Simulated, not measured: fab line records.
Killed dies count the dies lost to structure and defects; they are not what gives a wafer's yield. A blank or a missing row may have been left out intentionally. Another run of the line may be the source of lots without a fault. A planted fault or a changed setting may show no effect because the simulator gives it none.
3 desks looking at one fault    flow n5 finfet    each desk holds nothing but its own numbers, with what lay behind them at the end

== THE DEFECT DESK ==
Counts from the inspections along the route, per lot, as means over the sampled wafers that have a number. Marked OUT: a lot whose mean sits more than 4 standard deviations from the usual mean, which makes it out of limits; the brackets give that distance.
Columns: A = raw defect count at N5_BEOL_M2_INSPECT_13, usual 379
lot   first seen here  A
L853  day 6 15:36      374
L859  day 7 22:48      341
L861  day 8 14:47      347
L863  day 9 06:34      300
L864  day 9 06:47      389
L871  day 11 02:46     327
L870  day 11 05:08     306
L872  day 11 09:05     440
L873  day 11 21:03     339
This desk found nothing out of limits on any of the 9 lots.

== METROLOGY DESK ==
What the gauges read for every lot (on any tool): the sampled wafers with a number, averaged. Marked OUT: a lot whose mean sits more than 4 standard deviations from the usual mean, which makes it out of limits; the brackets give that distance. Of its 10 readings 7 are shown: those that lie furthest out on some lot.
Columns: A = DIBL_N at N5_BEOL_M4_RC_MEAS_101, usual 35.8 mV/V; B = DIBL_P at N5_BEOL_M4_RC_MEAS_101, usual 36.0 mV/V; C = IOFF_N at N5_BEOL_M4_RC_MEAS_101, usual 0.151 nA/um; D = IOFF_P at N5_BEOL_M4_RC_MEAS_101, usual 0.21 nA/um; E = ION_P at N5_BEOL_M4_RC_MEAS_101, usual 463 uA/um; F = SS_N at N5_BEOL_M4_RC_MEAS_101, usual 71.5 mV/dec; G = VT_P at N5_BEOL_M4_RC_MEAS_101, usual -250 mV
lot   first seen here  A     B     C      D     E    F     G
L853  day 7 18:14      37.0  36.2  0.143  0.20  462  71.4  -251
L859  day 9 13:09      37.0  37.6  0.185  0.29  472  72.1  -245
L861  day 9 18:19      35.1  34.3  0.123  0.16  456  71.6  -254
L863  day 10 23:20     34.3  35.9  0.149  0.22  467  71.4  -247
L864  day 11 01:40     35.7  37.1  0.149  0.18  457  71.3  -254
L870  day 12 13:26     33.8  33.5  0.125  0.17  459  70.7  -252
L871  day 12 16:59     34.6  34.3  0.129  0.18  459  70.5  -251
L872  day 12 20:47     34.6  34.8  0.134  0.20  458  71.1  -250
L873  day 13 10:53     35.8  37.4  0.176  0.22  466  72.2  -251
This desk found nothing out of limits on any of the 9 lots.

== DESK OF THE TOOL OWNER: litho track-01 ==
The tool's own readings at N5_BEOL_M2_COAT_76 (time 60 s, resist thk 5 nm): means of the sampled wafers that have a number, for each lot that ran on this tool. Marked OUT: a lot whose mean sits more than 4 standard deviations from the usual mean, which makes it out of limits; the brackets give that distance.
Columns: A = run length s at N5_BEOL_M2_COAT_76, usual 66.23 s
lot   first seen here  A
L859  day 7 23:19      66.23
L861  day 8 15:21      66.09
L863  day 9 07:05      66.12
L871  day 11 03:33     69.32 (+15) OUT
L872  day 11 09:37     72.36 (+31) OUT
This desk's finding: out of limits on L871, L872; first on L871, day 11 03:33 (run length s at N5_BEOL_M2_COAT_76). In limits: L859, L861, L863.

== PUT TOGETHER ==
The tool owner's desk had the chance to raise an alarm at day 11 03:33 on L871, L872.
No out-of-limits result turned up at the defect desk.
At the metrology desk, nothing out of limits was observed.
The defect desk has L871, L872 on record, within its limits.
The metrology desk holds a record of L871, L872, inside its limits.
The lots listed all ran N5_BEOL_M2_COAT_76 on litho track-01.

== WHAT THE SIMULATOR HAD PUT IN ==
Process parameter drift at N5_BEOL_M2_COAT_76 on litho track-01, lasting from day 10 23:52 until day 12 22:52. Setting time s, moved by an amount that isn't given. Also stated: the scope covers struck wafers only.
Lots struck among those shown: L871, L872.
Delay in hours, fault start to first out-of-limits reading, by desk: the tool owner's desk at 4.
